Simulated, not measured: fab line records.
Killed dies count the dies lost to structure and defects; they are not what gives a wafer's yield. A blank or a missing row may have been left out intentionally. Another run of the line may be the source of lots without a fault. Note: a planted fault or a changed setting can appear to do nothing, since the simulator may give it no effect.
fab line records + flow n5-finfet + part 2 of 2: steps 26 to 32 of 32
[record]
- lots = 5
- wafers = 15
- last-day = 19
route steps=1938 shown HKMG_FIN@405
lots untouched by any fault: they come from a run of this same line in which no faults occurred
start-h: the number of hours between the record's first day and the start of the first shown wafer of the lot + wait-h: hours elapsed since this lot's preceding step + " same as the row above + L1.1+2: a row that stands for several wafers + - no value present, or no start provided + * or withheld: withheld + < > ~ a bound
route shown NAME@n: a module of which the file shows steps, and the number in the route of the first + usual: the fault-free wafers' mean and standard deviation + same: alike in all rows + chamber/n: place in a boat + sites: the reading at each site + _std_site: how widely they spread, as a standard deviation + _edge_site: inner sites' mean taken away from outer sites' mean + radius-mm: for every site, how far away it sits from the centre of the wafer + mask NAME#n: copy n + behind: the tool/chamber that last shaped the wafer + hold: the reason the lot was held/the length of the hold in hours/how it ended + device: names the non-switching transistor (n, p or np) + end of line: the same wafers' tests at the end of the route + step lacking rows: just its recipe + killed: at the first sort, the dies lost to defects and structure; wafer yield is something else + map: per-die view of a wafer (x killed, . not killed, _ where there is no die)
set.NAME: the setting as run; set.NAME@STEP: as run at that earlier step + model.NAME: the simulator's own value behind a step, which no gauge read
a table for each step, a row for each wafer; lots at some steps of the route
services: when a tool's chamber went out of use (start-h, in hours from the record's first day, below 0 if earlier), for how many hours, and the reason
[[steps]]
[step N5_HKMG_FIN_CD_MEAS_12]
[recipe]
- target-cd-nm = 92.8
- landing-energy-ev = 500
- detector = se-inlens
[usual]
- cd-nm = 92.9/0.71
[same]
- landing-energy-ev = 500
| lot.wafer | tool      | chamber | start-h | wait-h | cd-nm |
|-----------|-----------|---------|---------|--------|-------|
| L075.1    | cd-sem-02 | 0       | 79.11   | -      | 93.4  |
| L075.5    | "         | 0       | "       | "      | 93.2  |
| L075.6    | "         | 0       | "       | "      | 94.5  |
| L080.1    | cd-sem-02 | 0       | 111.97  | -      | 93.6  |
| L080.3    | "         | 0       | "       | "      | 93.9  |
| L080.6    | "         | 0       | "       | "      | 94.2  |
| L081.1    | cd-sem-01 | 0       | 116.98  | -      | 92.7  |
| L081.2    | "         | 0       | "       | "      | 92.7  |
| L081.4    | "         | 0       | "       | "      | 92.1  |
| L082.1    | cd-sem-02 | 0       | 120.49  | -      | 93.0  |
| L082.2    | "         | 0       | "       | "      | 91.3  |
| L082.5    | "         | 0       | "       | "      | 92.4  |
| L090.1    | cd-sem-02 | 0       | 171.73  | -      | 92.4  |
| L090.2    | "         | 0       | "       | "      | 93.7  |
| L090.5    | "         | 0       | "       | "      | 91.9  |
[step N5_HKMG_FIN_OVL_MEAS_13]
[recipe]
- points-per-wafer = 44
[usual]
- NWFM_OVL = 0.1/0.69
[same]
- points-per-wafer = 44
| lot.wafer | tool       | chamber | start-h | wait-h | NWFM_OVL[nm] |
|-----------|------------|---------|---------|--------|--------------|
| L075.1    | overlay-02 | 0       | 79.14   | 0.0    | 0.5          |
| L075.5    | "          | 0       | "       | "      | 0.0          |
| L075.6    | "          | 0       | "       | "      | 1.6          |
| L080.1    | overlay-02 | 0       | 112.00  | 0.0    | -0.4         |
| L080.3    | "          | 0       | "       | "      | -0.6         |
| L080.6    | "          | 0       | "       | "      | -0.4         |
| L081.1    | overlay-01 | 0       | 117.01  | 0.0    | 0.5          |
| L081.2    | "          | 0       | "       | "      | -0.4         |
| L081.4    | "          | 0       | "       | "      | -0.8         |
| L082.1    | overlay-01 | 0       | 120.52  | 0.0    | -1.1         |
| L082.2    | "          | 0       | "       | "      | -0.6         |
| L082.5    | "          | 0       | "       | "      | -1.3         |
| L090.1    | overlay-01 | 0       | 171.76  | 0.0    | 1.4          |
| L090.2    | "          | 0       | "       | "      | 1.1          |
| L090.5    | "          | 0       | "       | "      | 0.6          |
[step N5_HKMG_FIN_INSPECT_14]
[recipe]
- mode = adi
- inspect-instrument = macro
[usual]
- raw-defect-count = 2.0/1.3
| lot.wafer | tool              | chamber | start-h | wait-h | raw-defect-count |
|-----------|-------------------|---------|---------|--------|------------------|
| L075.1    | defect-inspect-02 | -       | 79.16   | 0.0    | 1                |
| L075.5    | "                 | -       | "       | "      | 1                |
| L075.6    | "                 | -       | "       | "      | 2                |
| L080.1    | defect-inspect-01 | -       | 112.03  | 0.0    | 3                |
| L080.3    | "                 | -       | "       | "      | 2                |
| L080.6    | "                 | -       | "       | "      | 3                |
| L081.1    | defect-inspect-01 | -       | 117.03  | 0.0    | 4                |
| L081.2    | "                 | -       | "       | "      | 0                |
| L081.4    | "                 | -       | "       | "      | 5                |
| L082.1    | defect-inspect-02 | -       | 120.55  | 0.0    | 0                |
| L082.2    | "                 | -       | "       | "      | 0                |
| L082.5    | "                 | -       | "       | "      | 2                |
| L090.1    | defect-inspect-01 | -       | 171.79  | 0.0    | 2                |
| L090.2    | "                 | -       | "       | "      | 2                |
| L090.5    | "                 | -       | "       | "      | 1                |
[step N5_HKMG_FIN_DESCUM_17]
[recipe]
- chemistry = O2
- time-s = 7.9
- source-power-w = 50
- bias-power-w = 20
- pressure-mtorr = 20
- rf-frequency-hz = 2.712e+07
- temp-c = 40
- resist = CAR-ArF
- o2-flow-sccm = 225
[usual]
- drypump-motor-current-A = 5.67/0.2
- oes-product-au = 0.78/0.078
- rf-vpp-V = 243.3/1.3
- showerhead-plenum-p-Torr = 2.09/0.064
- throttle-valve-pct = 20.49/0.23
| lot.wafer | tool        | chamber | start-h | wait-h | drypump-motor-current-A | oes-product-au | rf-hours-counter-h | rf-vpp-V | showerhead-plenum-p-Torr | throttle-valve-pct |
|-----------|-------------|---------|---------|--------|-------------------------|----------------|--------------------|----------|--------------------------|--------------------|
| L075.1    | rie-diel-03 | 2       | 79.20   | 0.0    | 5.96                    | 0.77           | 138                | 243.6    | 2.17                     | 20.36              |
| L075.5    | "           | 2       | "       | "      | 5.95                    | 0.76           | -                  | 243.1    | 2.17                     | 20.35              |
| L075.6    | "           | 0       | "       | "      | 5.51                    | 0.73           | -                  | 243.4    | 2.10                     | 20.52              |
| L080.1    | rie-diel-01 | 2       | 112.06  | 0.0    | 5.64                    | 0.77           | 136                | 242.9    | 2.09                     | 20.73              |
| L080.3    | "           | 0       | "       | "      | 5.76                    | 0.87           | 65                 | 240.2    | 2.02                     | 20.23              |
| L080.6    | "           | 2       | "       | "      | 5.63                    | 0.77           | -                  | 243.2    | 2.09                     | 20.75              |
| L081.1    | rie-diel-03 | 1       | 117.23  | 0.2    | 5.76                    | 0.80           | 90                 | 243.3    | 2.03                     | 20.65              |
| L081.2    | "           | 0       | "       | "      | 5.51                    | 0.72           | 181                | 241.9    | 2.09                     | 20.55              |
| L081.4    | "           | 3       | "       | "      | 5.66                    | 0.81           | -                  | 242.3    | 1.98                     | 20.05              |
| L082.1    | rie-diel-01 | 2       | 120.58  | 0.0    | 5.63                    | 0.77           | 138                | 243.7    | 2.09                     | 20.78              |
| L082.2    | "           | 3       | "       | "      | 5.86                    | 0.69           | 224                | 242.5    | 2.04                     | 20.20              |
| L082.5    | "           | 3       | "       | "      | 5.84                    | 0.69           | -                  | 242.7    | 2.04                     | 20.23              |
| L090.1    | rie-diel-04 | 3       | 172.27  | 0.5    | 5.22                    | 0.75           | 164                | 244.0    | 2.18                     | 20.86              |
| L090.2    | "           | 0       | "       | "      | 5.86                    | 0.94           | 10                 | 243.4    | 2.07                     | 20.56              |
| L090.5    | "           | 2       | "       | "      | 5.44                    | 0.68           | -                  | 244.2    | 2.16                     | 20.48              |
[step N5_HKMG_FIN_ETCH_31]
[recipe]
- chemistry = CF4
- target = SiARC
- target-depth-a = 455
- mask-material = CAR-ArF
- time-s = 75.8
- ion-energy-ev = 80
- pressure-mtorr = 40
- source-w = 545
- bias-w = 36
- Ar_flow_sccm = 100
- cf4-flow-sccm = 100
- ends = cleared
[usual]
- drypump-motor-current-A = 5.66/0.2
- etch-rf-on-time-s = 76.4/2.6
- oes-product-au = 0.67/0.068
- rf-vpp-V = 184.1/1.1
- showerhead-plenum-p-Torr = 2.14/0.061
- throttle-valve-pct = 15.68/0.15
| lot.wafer | tool        | chamber | start-h | wait-h | drypump-motor-current-A | etch-rf-on-time-s | oes-product-au | rf-hours-counter-h | rf-vpp-V | showerhead-plenum-p-Torr | throttle-valve-pct |
|-----------|-------------|---------|---------|--------|-------------------------|-------------------|----------------|--------------------|----------|--------------------------|--------------------|
| L075.1    | rie-diel-03 | 2       | 79.23   | 0.0    | 5.94                    | 77.9              | 0.65           | 138                | 185.3    | 2.22                     | 15.60              |
| L075.5    | "           | 2       | "       | "      | 5.95                    | 78.5              | 0.64           | -                  | 184.2    | 2.22                     | 15.60              |
| L075.6    | "           | 0       | "       | "      | 5.51                    | 72.8              | 0.64           | -                  | 183.9    | 2.13                     | 15.59              |
| L080.1    | rie-diel-01 | 2       | 112.10  | 0.0    | 5.64                    | 80.4              | 0.64           | 136                | 183.2    | 2.14                     | 15.95              |
| L080.3    | "           | 0       | "       | "      | 5.70                    | 74.6              | 0.73           | 65                 | 183.4    | 2.09                     | 15.53              |
| L080.6    | "           | 2       | "       | "      | 5.63                    | 80.5              | 0.63           | -                  | 184.1    | 2.15                     | 15.94              |
| L081.1    | rie-diel-03 | 1       | 117.26  | 0.0    | 5.78                    | 74.1              | 0.70           | 90                 | 184.0    | 2.07                     | 15.63              |
| L081.2    | "           | 0       | "       | "      | 5.50                    | 72.0              | 0.63           | 181                | 183.2    | 2.12                     | 15.62              |
| L081.4    | "           | 3       | "       | "      | 5.62                    | 78.2              | 0.69           | -                  | 183.3    | 2.07                     | 15.50              |
| L082.1    | rie-diel-01 | 2       | 120.61  | 0.0    | 5.63                    | 79.6              | 0.64           | 138                | 186.3    | 2.15                     | 15.94              |
| L082.2    | "           | 3       | "       | "      | 5.83                    | 79.7              | 0.58           | 224                | 184.2    | 2.13                     | 15.67              |
| L082.5    | "           | 3       | "       | "      | 5.85                    | 79.3              | 0.59           | -                  | 182.6    | 2.13                     | 15.66              |
| L090.1    | rie-diel-04 | 3       | 172.30  | 0.0    | 5.24                    | 78.5              | 0.63           | 164                | 184.0    | 2.21                     | 15.93              |
| L090.2    | "           | 0       | "       | "      | 5.87                    | 73.4              | 0.81           | 10                 | 184.3    | 2.10                     | 15.57              |
| L090.5    | "           | 2       | "       | "      | 5.45                    | 78.4              | 0.59           | -                  | 184.5    | 2.20                     | 15.76              |
[step N5_HKMG_FIN_ETCH_32]
[recipe]
- chemistry = N2/H2
- target = SOC
- target-depth-a = 2400
- temp-c = 40
- time-s = 300
- ion-energy-ev = 200
- mask-material = SiARC
- pressure-mtorr = 30
- source-w = 840
- bias-w = 150
- n2-flow-sccm = 200
- h2-flow-sccm = 200
[usual]
- drypump-motor-current-A = 5.68/0.21
- oes-product-au = 0.78/0.081
- rf-vpp-V = 523.9/2.3
- showerhead-plenum-p-Torr = 2.55/0.083
- throttle-valve-pct = 17.92/0.22
| lot.wafer | tool        | chamber | start-h | wait-h | drypump-motor-current-A | oes-product-au | rf-hours-counter-h | rf-vpp-V | showerhead-plenum-p-Torr | throttle-valve-pct |
|-----------|-------------|---------|---------|--------|-------------------------|----------------|--------------------|----------|--------------------------|--------------------|
| L075.1    | rie-diel-03 | 2       | 79.29   | 0.0    | 5.97                    | 0.76           | 138                | 527.0    | 2.65                     | 17.80              |
| L075.5    | "           | 2       | "       | "      | 5.94                    | 0.76           | -                  | 527.4    | 2.65                     | 17.79              |
| L075.6    | "           | 0       | "       | "      | 5.54                    | 0.75           | -                  | 523.0    | 2.51                     | 17.69              |
| L080.1    | rie-diel-01 | 2       | 112.15  | 0.0    | 5.65                    | 0.75           | 136                | 524.7    | 2.56                     | 18.29              |
| L080.3    | "           | 0       | "       | "      | 5.73                    | 0.86           | 65                 | 522.5    | 2.48                     | 17.74              |
| L080.6    | "           | 2       | "       | "      | 5.66                    | 0.74           | -                  | 522.9    | 2.56                     | 18.29              |
| L081.1    | rie-diel-03 | 1       | 117.32  | 0.0    | 5.81                    | 0.82           | 90                 | 522.6    | 2.45                     | 17.89              |
| L081.2    | "           | 0       | "       | "      | 5.54                    | 0.73           | 181                | 525.0    | 2.50                     | 17.72              |
| L081.4    | "           | 3       | "       | "      | 5.66                    | 0.81           | -                  | 522.0    | 2.43                     | 17.53              |
| L082.1    | rie-diel-01 | 2       | 120.67  | 0.0    | 5.64                    | 0.74           | 138                | 523.4    | 2.56                     | 18.30              |
| L082.2    | "           | 3       | "       | "      | 5.86                    | 0.68           | 224                | 522.0    | 2.51                     | 17.85              |
| L082.5    | "           | 3       | "       | "      | 5.83                    | 0.69           | -                  | 522.9    | 2.51                     | 17.85              |
| L090.1    | rie-diel-04 | 3       | 172.36  | 0.0    | 5.26                    | 0.73           | 164                | 525.2    | 2.65                     | 18.24              |
| L090.2    | "           | 0       | "       | "      | 5.88                    | 0.95           | 11                 | 522.3    | 2.48                     | 17.71              |
| L090.5    | "           | 2       | "       | "      | 5.43                    | 0.68           | -                  | 526.1    | 2.63                     | 18.06              |
[step N5_HKMG_FIN_STRIP_33]
[recipe]
- chemistry = N2/H2
- temp-c = 40
- n2-flow-sccm = 200
- h2-flow-sccm = 200
- rf-frequency-hz = 6e+07
| lot.wafer  | tool        | chamber | start-h | wait-h |
|------------|-------------|---------|---------|--------|
| L075.1+5+6 | rie-diel-03 | 2,2,0   | 79.47   | 0.1    |
| L080.1+3+6 | rie-diel-01 | 2,0,2   | 112.33  | 0.1    |
| L081.1+2+4 | rie-diel-03 | 1,0,3   | 117.50  | 0.1    |
| L082.1+2+5 | rie-diel-01 | 2,3,3   | 120.85  | 0.1    |
| L090.1+2+5 | rie-diel-04 | 3,0,2   | 172.54  | 0.1    |
[[services]]
| tool              | chamber | start-h | hours | kind   |
|-------------------|---------|---------|-------|--------|
| rie-diel-01       | 0       | 54.23   | 13.5  | repair |
| rie-diel-03       | 0       | 56.45   | 17.9  | repair |
| ald-metal-01      | -       | 59.25   | 0.4   | repair |
| rie-diel-03       | 3       | 73.73   | 36.7  | repair |
| thermal-cvd-si-02 | 2       | 80.92   | 7.5   | repair |
| ald-metal-01      | -       | 81.76   | 2.8   | pm     |
| arfi-scanner-02   | -       | 90.17   | 6.0   | pm     |
| rie-diel-04       | 3       | 94.76   | 1.6   | repair |
| ald-metal-02      | 3       | 96.11   | 1.5   | repair |
| arfi-scanner-01   | -       | 97.43   | 0.8   | pm     |
| arfi-scanner-02   | -       | 104.79  | 1.3   | pm     |
| wet-bench-01      | -       | 108.38  | 3.1   | repair |
| thermal-cvd-si-02 | 0       | 110.13  | 6.5   | repair |
| ald-metal-02      | 0       | 111.21  | 23.8  | repair |
| arfi-scanner-02   | -       | 112.24  | 1.0   | pm     |
| arfi-scanner-03   | -       | 112.29  | 1.3   | pm     |
| rie-diel-01       | -       | 114.20  | 2.8   | pm     |
| rie-diel-03       | 2       | 115.16  | 18.1  | repair |
| arfi-scanner-01   | -       | 128.32  | 3.9   | pm     |
| ald-metal-01      | -       | 129.35  | 0.9   | repair |
| ald-metal-02      | 2       | 130.18  | 8.3   | repair |
| arfi-scanner-01   | -       | 138.68  | 1.3   | pm     |
| plasma-asher-02   | -       | 157.59  | 1.5   | repair |
| plasma-asher-02   | -       | 170.52  | 2.0   | repair |
